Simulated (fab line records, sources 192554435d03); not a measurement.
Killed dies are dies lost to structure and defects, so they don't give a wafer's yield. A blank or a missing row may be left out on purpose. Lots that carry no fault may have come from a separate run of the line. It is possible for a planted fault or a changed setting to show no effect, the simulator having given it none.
A single fault, viewed from 2 desks | flow n5_finfet | each desk holds nothing but its own numbers, with what lay behind them at the end

## AT THE METROLOGY DESK
Lot by lot, what the gauges showed, no matter which tool ran the lot: averages of those sampled wafers that carry a number. A lot is out of limits, marked OUT, if its mean lies more than 4 standard deviations from the usual mean; the brackets give that distance. Shown are 7 of the 12 readings it has, namely the first that went out of limits plus those furthest out on some lot.
Columns: A = DIBL_P at N5_BEOL_M4_RC_MEAS_101, usual 37.1 mV/V; B = IOFF_P at N5_BEOL_M4_RC_MEAS_101, usual 0.22 nA/um; C = ION_P at N5_BEOL_M4_RC_MEAS_101, usual 466 uA/um; D = SS_N at N5_BEOL_M4_RC_MEAS_101, usual 71.7 mV/dec; E = VT_P at N5_BEOL_M4_RC_MEAS_101, usual -250 mV; F = M15_THK at N5_BEOL_M15_THK_MEAS_50, usual 836 nm; G = M15_RS at N5_BEOL_M15_RS_MEAS_54, usual 0.02161 ohm/sq
lot  | first seen here | A    | B    | C   | D    | E    | F             | G
L242 | day 9 15:26     | 36.8 | 0.23 | 475 | 71.4 | -247 | 840           | 0.02158
L246 | day 10 21:42    | 34.5 | 0.18 | 457 | 71.0 | -254 | 680 (-16) OUT | 0.02842 (+27) OUT
L250 | day 11 08:40    | 38.2 | 0.21 | 464 | 72.6 | -251 | 711 (-12) OUT | 0.02646 (+19) OUT
L258 | day 14 02:31    | 37.4 | 0.23 | 468 | 71.6 | -248 | 830           | 0.02159
This desk's result: L246, L250 out of limits, first on L246 (M15_THK at N5_BEOL_M15_THK_MEAS_50), day 14 09:31. L242, L258: within limits.

## THE TOOL OWNER'S DESK: rie_diel-04
The tool's own readings at N5_BEOL_M15_TRENCH_ETCH_34 (etches SiO2 in C4F8/O2/Ar, target depth 872.93 nm, time 199 s): means of the sampled wafers that have a number, for each lot that ran on this tool. A lot is out of limits, marked OUT, if its mean lies more than 4 standard deviations from the usual mean; the brackets give that distance.
Columns: A = chamber_pressure_mTorr at N5_BEOL_M15_TRENCH_ETCH_34, usual 20.000 mTorr; B = drypump_motor_current_A at N5_BEOL_M15_TRENCH_ETCH_34, usual 5.86 A; C = he_outer_torr at N5_BEOL_M15_TRENCH_ETCH_34, usual 30.01 Torr; D = oes_product_au at N5_BEOL_M15_TRENCH_ETCH_34, usual 0.78 a.u.; E = rf_vpp_V at N5_BEOL_M15_TRENCH_ETCH_34, usual 2213 V; F = showerhead_plenum_p_Torr at N5_BEOL_M15_TRENCH_ETCH_34, usual 3.44 Torr; G = throttle_valve_pct at N5_BEOL_M15_TRENCH_ETCH_34, usual 31.03 %
lot  | first seen here | A      | B    | C     | D    | E    | F    | G
L242 | day 12 18:32    | 20.020 | 5.91 | 30.00 | 0.75 | 2201 | 3.35 | 31.08
L246 | day 14 05:19    | 20.007 | 5.86 | 30.01 | 0.62 | 2206 | 3.34 | 31.12
L250 | day 15 00:35    | 19.995 | 5.74 | 30.04 | 0.76 | 2197 | 3.54 | 30.73
This desk found nothing out of limits on any of the 3 lots.

## ALL TOGETHER
At day 14 09:31 the metrology desk could have sounded an alarm, on L246, L250.
The desk of the tool owner found nothing out of limits.
Tool owner's desk: L246, L250 on record, inside its limits.
Every lot named ran N5_BEOL_M15_TRENCH_ETCH_34 on rie_diel-04.

## WHAT HAD BEEN PUT IN BY THE SIMULATOR
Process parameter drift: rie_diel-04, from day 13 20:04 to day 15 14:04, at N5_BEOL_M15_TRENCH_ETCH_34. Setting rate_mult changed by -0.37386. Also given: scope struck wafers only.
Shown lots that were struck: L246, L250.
Time in hours between the start of the fault and the first out-of-limits reading at each desk: metrology desk, 13.
